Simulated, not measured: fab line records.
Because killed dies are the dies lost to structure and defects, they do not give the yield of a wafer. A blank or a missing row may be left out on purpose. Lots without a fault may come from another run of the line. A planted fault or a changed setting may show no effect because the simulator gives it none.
Which tool did it? :: flow nand_harc :: 12 lots with 36 wafers sampled at 6 steps, on a route of 1302 steps

== WHAT EACH GAUGE READ, for each wafer ==
NHARC_P_CONTACT_CD_MEAS_12: target cd 90 nm.
lot: L389
measured: day 6 01:26
on: cd_sem-01
cd_nm (nm): 90.7 91.1 90.5

lot: L391
measured: day 6 23:49
on: cd_sem-01
cd_nm (nm): 89.5 89.6 88.9

lot: L392
measured: day 7 13:49
on: cd_sem-01
cd_nm (nm): 90.0 89.6 89.3

lot: L394
measured: day 8 12:25
on: cd_sem-02
cd_nm (nm): 90.6 90.2 90.5

lot: L395
measured: day 8 20:34
on: cd_sem-01
cd_nm (nm): 89.9 90.0 89.7

lot: L399
measured: day 10 08:10
on: cd_sem-03
cd_nm (nm): 85.7 86.5 86.1

lot: L404
measured: day 12 16:02
on: cd_sem-03
cd_nm (nm): 88.5 89.3 89.5

lot: L407
measured: day 13 20:06
on: cd_sem-03
cd_nm (nm): 89.7 90.0 88.9

lot: L408
measured: day 14 06:59
on: cd_sem-03
cd_nm (nm): 90.4 90.8 90.7

lot: L409
measured: day 14 15:28
on: cd_sem-01
cd_nm (nm): 89.5 88.8 89.3

lot: L410
measured: day 15 04:07
on: cd_sem-01
cd_nm (nm): 90.0 89.4 89.4

lot: L411
measured: day 15 17:27
on: cd_sem-01
cd_nm (nm): 90.3 90.7 90.1

NHARC_P_CONTACT_CD_MEAS_19.
lot: L389
measured: day 6 02:30
on: cd_sem-02
cd_nm (nm): 91.4 91.5 89.4

lot: L391
measured: day 7 00:53
on: cd_sem-03
cd_nm (nm): 88.8 89.5 87.8

lot: L392
measured: day 7 14:52
on: cd_sem-02
cd_nm (nm): 88.9 89.1 88.1

lot: L394
measured: day 8 13:29
on: cd_sem-01
cd_nm (nm): 90.6 88.7 89.3

lot: L395
measured: day 8 21:37
on: cd_sem-02
cd_nm (nm): 88.8 88.9 89.6

lot: L399
measured: day 10 09:14
on: cd_sem-03
cd_nm (nm): 84.1 86.1 85.8

lot: L404
measured: day 12 17:06
on: cd_sem-03
cd_nm (nm): 88.9 90.5 90.2

lot: L407
measured: day 13 21:10
on: cd_sem-02
cd_nm (nm): 88.7 89.2 87.7

lot: L408
measured: day 14 08:02
on: cd_sem-02
cd_nm (nm): 90.3 89.2 90.4

lot: L409
measured: day 14 16:31
on: cd_sem-01
cd_nm (nm): 88.8 86.8 88.5

lot: L410
measured: day 15 05:11
on: cd_sem-02
cd_nm (nm): 89.7 89.3 89.6

lot: L411
measured: day 15 18:31
on: cd_sem-01
cd_nm (nm): 89.9 90.7 90.4

== WHAT TOOL EACH LOT RAN ON (gives the tool, then ch and the chambers of the sampled wafers, and finally the start) ==
lot: L389
NHARC_P_GATE_STRIP_113: plasma_asher-01 ch 0,1, day 5 21:26
NHARC_P_CONTACT_DEP_00: pecvd-01 ch 0,2, day 6 01:18 or earlier
NHARC_P_CONTACT_EXPOSE_09: arfi_scanner-02 ch 0, day 6 01:18
NHARC_P_CONTACT_ETCH_18: rie_diel-08 ch 1,3, day 6 02:30 or earlier

lot: L391
NHARC_P_GATE_STRIP_113: plasma_asher-02 ch 0,1, day 6 19:48
NHARC_P_CONTACT_DEP_00: pecvd-02 ch 0,1, day 6 23:41 or earlier
NHARC_P_CONTACT_EXPOSE_09: arfi_scanner-01 ch 0, day 6 23:41
NHARC_P_CONTACT_ETCH_18: rie_diel-11 ch 0,1,3, day 7 00:53 or earlier

lot: L392
NHARC_P_GATE_STRIP_113: plasma_asher-02 ch 0,1, day 7 09:39
NHARC_P_CONTACT_DEP_00: pecvd-01 ch 0,1, day 7 13:40 or earlier
NHARC_P_CONTACT_EXPOSE_09: arfi_scanner-03 ch 0, day 7 13:40
NHARC_P_CONTACT_ETCH_18: rie_diel-07 ch 0,1,3, day 7 14:52 or earlier

lot: L394
NHARC_P_GATE_STRIP_113: plasma_asher-02 ch 0,1, day 8 08:36
NHARC_P_CONTACT_DEP_00: pecvd-04 ch 0,1,2, day 8 12:16 or earlier
NHARC_P_CONTACT_EXPOSE_09: arfi_scanner-02 ch 0, day 8 12:16
NHARC_P_CONTACT_ETCH_18: rie_diel-11 ch 0,1,3, day 8 13:29 or earlier

lot: L395
NHARC_P_GATE_STRIP_113: plasma_asher-01 ch 0, day 8 16:25
NHARC_P_CONTACT_DEP_00: pecvd-04 ch 1,2, day 8 20:25 or earlier
NHARC_P_CONTACT_EXPOSE_09: arfi_scanner-03 ch 0, day 8 20:25
NHARC_P_CONTACT_ETCH_18: rie_diel-11 ch 2,3, day 8 21:37 or earlier

lot: L399
NHARC_P_GATE_STRIP_113: plasma_asher-02 ch 0,1, day 10 04:14
NHARC_P_CONTACT_DEP_00: pecvd-02 ch 0,1, day 10 08:02 or earlier
NHARC_P_CONTACT_EXPOSE_09: arfi_scanner-02 ch 0, day 10 08:02
NHARC_P_CONTACT_ETCH_18: rie_diel-11 ch 1,3, day 10 09:14 or earlier

lot: L404
NHARC_P_GATE_STRIP_113: plasma_asher-02 ch 0,1, day 12 11:56
NHARC_P_CONTACT_DEP_00: pecvd-02 ch 0,1,2, day 12 15:54 or earlier
NHARC_P_CONTACT_EXPOSE_09: arfi_scanner-01 ch 0, day 12 15:54
NHARC_P_CONTACT_ETCH_18: rie_diel-11 ch 0,2,3, day 12 17:06 or earlier

lot: L407
NHARC_P_GATE_STRIP_113: plasma_asher-02 ch 0,1, day 13 15:57
NHARC_P_CONTACT_DEP_00: pecvd-02 ch 0,1,2, day 13 19:58 or earlier
NHARC_P_CONTACT_EXPOSE_09: arfi_scanner-03 ch 0, day 13 19:58
NHARC_P_CONTACT_ETCH_18: rie_diel-07 ch 0,1,2, day 13 21:10 or earlier

lot: L408
NHARC_P_GATE_STRIP_113: plasma_asher-01 ch 0,1, day 14 02:56
NHARC_P_CONTACT_DEP_00: pecvd-02 ch 1,2, day 14 06:50 or earlier
NHARC_P_CONTACT_EXPOSE_09: arfi_scanner-03 ch 0, day 14 06:50
NHARC_P_CONTACT_ETCH_18: rie_diel-08 ch 1,2,3, day 14 08:02 or earlier

lot: L409
NHARC_P_GATE_STRIP_113: plasma_asher-02 ch 0,1, day 14 11:17
NHARC_P_CONTACT_DEP_00: pecvd-04 ch 0,1, day 14 15:19 or earlier
NHARC_P_CONTACT_EXPOSE_09: arfi_scanner-03 ch 0, day 14 15:19
NHARC_P_CONTACT_ETCH_18: rie_diel-11 ch 0,1,2, day 14 16:31 or earlier

lot: L410
NHARC_P_GATE_STRIP_113: plasma_asher-02 ch 0,1, day 14 23:44
NHARC_P_CONTACT_DEP_00: pecvd-01 ch 0,1,2, day 15 03:59 or earlier
NHARC_P_CONTACT_EXPOSE_09: arfi_scanner-02 ch 0, day 15 03:59
NHARC_P_CONTACT_ETCH_18: rie_diel-11 ch 0,1,3, day 15 05:11 or earlier

lot: L411
NHARC_P_GATE_STRIP_113: plasma_asher-02 ch 0,1, day 15 13:19
NHARC_P_CONTACT_DEP_00: pecvd-04 ch 1,2, day 15 17:19 or earlier
NHARC_P_CONTACT_EXPOSE_09: arfi_scanner-01 ch 0, day 15 17:19
NHARC_P_CONTACT_ETCH_18: rie_diel-08 ch 1,2, day 15 18:31 or earlier
- NHARC_P_GATE_STRIP_113: strips in N2/H2, time 740 s.
- NHARC_P_CONTACT_DEP_00: deposits SiO2, target thk 500 nm.
- NHARC_P_CONTACT_EXPOSE_09: exposes mask P CA, target cd 90 nm.
- NHARC_P_CONTACT_ETCH_18: etches the open film in C4F8/O2/Ar, target depth 481 nm, time 240.5 s.

== WHAT THE TOOLS THEMSELVES READ (means of the sampled wafers that have a number; where no wafer has one, the mark that the record gives instead) ==
NHARC_P_GATE_STRIP_113.
lot: L389
tool: plasma_asher-01
drypump_motor_current_A (A): 5.6
heater_power_w (W): 81

lot: L391
tool: plasma_asher-02
drypump_motor_current_A (A): 6.4
heater_power_w (W): 89

lot: L392
tool: plasma_asher-02
drypump_motor_current_A (A): 6.5
heater_power_w (W): 89

lot: L394
tool: plasma_asher-02
drypump_motor_current_A (A): 6.4
heater_power_w (W): 89

lot: L395
tool: plasma_asher-01
drypump_motor_current_A (A): 5.7
heater_power_w (W): 87

lot: L399
tool: plasma_asher-02
drypump_motor_current_A (A): 6.4
heater_power_w (W): 88

lot: L404
tool: plasma_asher-02
drypump_motor_current_A (A): 6.4
heater_power_w (W): 85

lot: L407
tool: plasma_asher-02
drypump_motor_current_A (A): 6.4
heater_power_w (W): 85

lot: L408
tool: plasma_asher-01
drypump_motor_current_A (A): 5.6
heater_power_w (W): 79

lot: L409
tool: plasma_asher-02
drypump_motor_current_A (A): 6.4
heater_power_w (W): 86

lot: L410
tool: plasma_asher-02
drypump_motor_current_A (A): 6.5
heater_power_w (W): 85

lot: L411
tool: plasma_asher-02
drypump_motor_current_A (A): 6.4
heater_power_w (W): 87

NHARC_P_CONTACT_DEP_00.
lot: L389
tool: pecvd-01
heater_power_w (W): 583
throttle_valve_pct (%): 15.1

lot: L391
tool: pecvd-02
heater_power_w (W): 525
throttle_valve_pct (%): 16.2

lot: L392
tool: pecvd-01
heater_power_w (W): 457
throttle_valve_pct (%): 16.3

lot: L394
tool: pecvd-04
heater_power_w (W): 436
throttle_valve_pct (%): 15.6

lot: L395
tool: pecvd-04
heater_power_w (W): 435
throttle_valve_pct (%): 15.7

lot: L399
tool: pecvd-02
heater_power_w (W): 509
throttle_valve_pct (%): 16.3

lot: L404
tool: pecvd-02
heater_power_w (W): 554
throttle_valve_pct (%): 16.3

lot: L407
tool: pecvd-02
heater_power_w (W): 526
throttle_valve_pct (%): 16.4

lot: L408
tool: pecvd-02
heater_power_w (W): 538
throttle_valve_pct (%): 16.5

lot: L409
tool: pecvd-04
heater_power_w (W): 526
throttle_valve_pct (%): 15.1

lot: L410
tool: pecvd-01
heater_power_w (W): 524
throttle_valve_pct (%): 15.9

lot: L411
tool: pecvd-04
heater_power_w (W): 436
throttle_valve_pct (%): 16.0

NHARC_P_CONTACT_ETCH_18.
lot: L389
tool: rie_diel-08
oes_product_au (a.u.): 0.923
rf_vpp_V (V): 978

lot: L391
tool: rie_diel-11
oes_product_au (a.u.): 0.969
rf_vpp_V (V): 973

lot: L392
tool: rie_diel-07
oes_product_au (a.u.): 0.969
rf_vpp_V (V): 978

lot: L394
tool: rie_diel-11
oes_product_au (a.u.): 0.969
rf_vpp_V (V): 973

lot: L395
tool: rie_diel-11
oes_product_au (a.u.): 0.927
rf_vpp_V (V): 975

lot: L399
tool: rie_diel-11
oes_product_au (a.u.): 0.944
rf_vpp_V (V): 975

lot: L404
tool: rie_diel-11
oes_product_au (a.u.): 0.970
rf_vpp_V (V): 973

lot: L407
tool: rie_diel-07
oes_product_au (a.u.): 0.971
rf_vpp_V (V): 981

lot: L408
tool: rie_diel-08
oes_product_au (a.u.): 0.967
rf_vpp_V (V): 980

lot: L409
tool: rie_diel-11
oes_product_au (a.u.): 0.970
rf_vpp_V (V): 972

lot: L410
tool: rie_diel-11
oes_product_au (a.u.): 0.922
rf_vpp_V (V): 974

lot: L411
tool: rie_diel-08
oes_product_au (a.u.): 0.925
rf_vpp_V (V): 976

== THE ANSWER, worked out from the rows above alone ==
Rule: the lots themselves supply what counts as usual. Put in order of their means at a reading, lots are off if they are a third of the lots or fewer, leave a main group of 4 or more, and stand apart from it by a gap of 3 or more times the standard deviation of the main group's means; of several such gaps the widest counts. A main group is skipped when, at the precision printed for the reading in the tables above, its means are all equal. Also off: a lot with no number at a reading for which 4 or more lots have one. Where the step has rows for the other lots, those lots are counted as sound. The gauges are gone through in route order, then the tools' own readings, and for those a lot's mean is taken as printed above. The first step at which some lot is off is used, and at that step the reading that is off furthest; a lot without a number counts as furthest.
Off at NHARC_P_CONTACT_CD_MEAS_12 (cd_nm): L399. The main group has a mean of 89.9 nm with a standard deviation of 0.57.
If a tool, at a process step before that reading, ran all the lots that are off and no sound lot after the first of them, it fits. Those tools and the gauges at NHARC_P_CONTACT_CD_MEAS_12 are tried in the same way. NHARC_P_CONTACT_DEP_00 gives no start for some lots, so the hours and the order of its lots are those of NHARC_P_CONTACT_EXPOSE_09. None of those tried fits.

== WHAT THE SIMULATOR HAD INSERTED ==
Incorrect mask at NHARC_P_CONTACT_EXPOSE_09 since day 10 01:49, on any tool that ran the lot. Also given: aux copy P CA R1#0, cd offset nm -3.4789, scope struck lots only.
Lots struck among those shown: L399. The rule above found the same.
